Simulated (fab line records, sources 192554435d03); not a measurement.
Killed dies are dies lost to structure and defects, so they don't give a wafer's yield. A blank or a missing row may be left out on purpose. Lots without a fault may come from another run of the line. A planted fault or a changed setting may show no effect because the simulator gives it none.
Split-lot experiment | flow n5_finfet | 7 lots, 21 wafers read, on a route of 1938 steps

THE SPLIT
At N5_BEOL_M2_ETCH_64 (etches SOC in N2/H2, target depth 75 nm, overetch 22.5 nm, time 121.9 s), the setting bias_w was moved away from the recipe's 150 W on 8 of the 21 wafers read, by -11.7% to +15.3%. The other wafers ran this setting at the recipe's value.

The reading is taken at the split's own step.

THE READING
rf_vpp_V, in V, at N5_BEOL_M2_ETCH_64 (etches SOC in N2/H2, target depth 75 nm, overetch 22.5 nm, time 121.9 s). Fault-free wafers of this fab line usually give 525.5 V, standard deviation 2.6 V.

wafer  | tool, chamber at the split | bias_w as run, W | against the recipe | rf_vpp_V, V | against lot-mates on the recipe
L079.1 | rie_diel-02, 1             | 150              | recipe             | 522.7       | -
L079.3 | rie_diel-02, 3             | 150              | recipe             | 527.5       | -
L079.5 | rie_diel-02, 0             | 150              | recipe             | 525.9       | -
L082.2 | rie_diel-03, 3             | 150              | recipe             | 521.5       | -
L082.4 | rie_diel-03, 2             | 150              | recipe             | 528.1       | -
L082.5 | rie_diel-03, 0             | 150              | recipe             | 524.5       | -
L087.1 | rie_diel-02, 3             | 150              | recipe             | 526.7       | -
L087.3 | rie_diel-02, 2             | 160.7            | +7.1%              | 552.8       | +26.1
L087.4 | rie_diel-02, 0             | 160.7            | +7.1%              | 549.6       | +22.9
L091.3 | rie_diel-02, 1             | 160.5            | +7.0%              | 545.0       | +18.9
L091.4 | rie_diel-02, 0             | 150              | recipe             | 526.1       | -
L091.5 | rie_diel-02, 1             | 160.5            | +7.0%              | 544.0       | +17.9
L093.1 | rie_diel-05, 3             | 150              | recipe             | 525.0       | -
L093.2 | rie_diel-05, 1             | 168.9            | +12.6%             | 561.5       | +35.7
L093.4 | rie_diel-05, 3             | 150              | recipe             | 526.6       | -
L094.1 | rie_diel-02, 3             | 150              | recipe             | 527.7       | -
L094.2 | rie_diel-02, 0             | 150              | recipe             | 526.3       | -
L094.6 | rie_diel-02, 0             | 173              | +15.3%             | 578.0       | +51.0
L096.2 | rie_diel-05, 2             | 150              | recipe             | 525.9       | -
L096.4 | rie_diel-05, 0             | 132.4            | -11.7%             | 486.9       | -39.0
L096.5 | rie_diel-05, 0             | 132.4            | -11.7%             | 486.0       | -39.9

THE FIT
A straight line over all 21 wafers: rf_vpp_V changes by +3.24 V for each +1% of bias_w; r = +0.99; the points scatter about the line by 2.6 V.
The same after taking each lot's own level away (the mean of its wafers on the recipe; 21 wafers): +3.2 V for each +1%; r = +0.99; scatter 2.4 V.
On that fit, the largest move of bias_w shifts the reading by 49 V.
The lots' own levels span 524.70 to 527.00 V, that is 0.9 times the standard deviation above.
So the lot-to-lot level changes the slope little: the two slopes agree.
Check: with one of the wafers moved furthest among these (+15.3%) left out of the fit, the line predicts +47.6 V for it against its lot-mates. It came out at +51 V against them.
Tool readings at the split's step, against how far the setting was moved: rf_vpp_V r = +0.99.

OTHER SPLITS ON THESE WAFERS
These wafers also went through other splits before the reading. Each is held against what the fit with the lots' levels taken away leaves over:
other split on the same wafers         | wafers away from the commonest value | r with rf_vpp_V (lot level and that fit taken away)
N5_MOL_CONTACT_COAG_EXPOSE_37 dose_mj  | 10                                   | +0.28
N5_MOL_CONTACT_COAG_ALD_133 ald_cycles | 8                                    | +0.52
N5_BEOL_M0_SAQP_ETCH_107 source_w      | 6                                    | -0.08
N5_BEOL_M0_CUTY_ETCH_63 source_w       | 7                                    | +0.04
N5_BEOL_M0_ETCH_138 source_w           | 6                                    | +0.04

THE WHOLE CHAIN: every reading that the file lists as answering this split, in the file's order
step               | what it does                                                            | reading                                                                          | change (the file's fit)                | r (the file's)
N5_BEOL_M2_ETCH_64 | etches SOC in N2/H2, target depth 75 nm, overetch 22.5 nm, time 121.9 s | rf_vpp_V                                                                         | +3.17 V for each +1% of the setting    | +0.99
N5_BEOL_M2_ETCH_64 | etches SOC in N2/H2, target depth 75 nm, overetch 22.5 nm, time 121.9 s | SiARC_of_BEOL_M2_COAT_62.thk_nm (the simulator's own value, which no gauge read) | -0.0631 nm for each +1% of the setting | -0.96

THE FILE'S OWN FIT
rf_vpp_V changes by +3.17 V for each +1% of bias_w, r = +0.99.
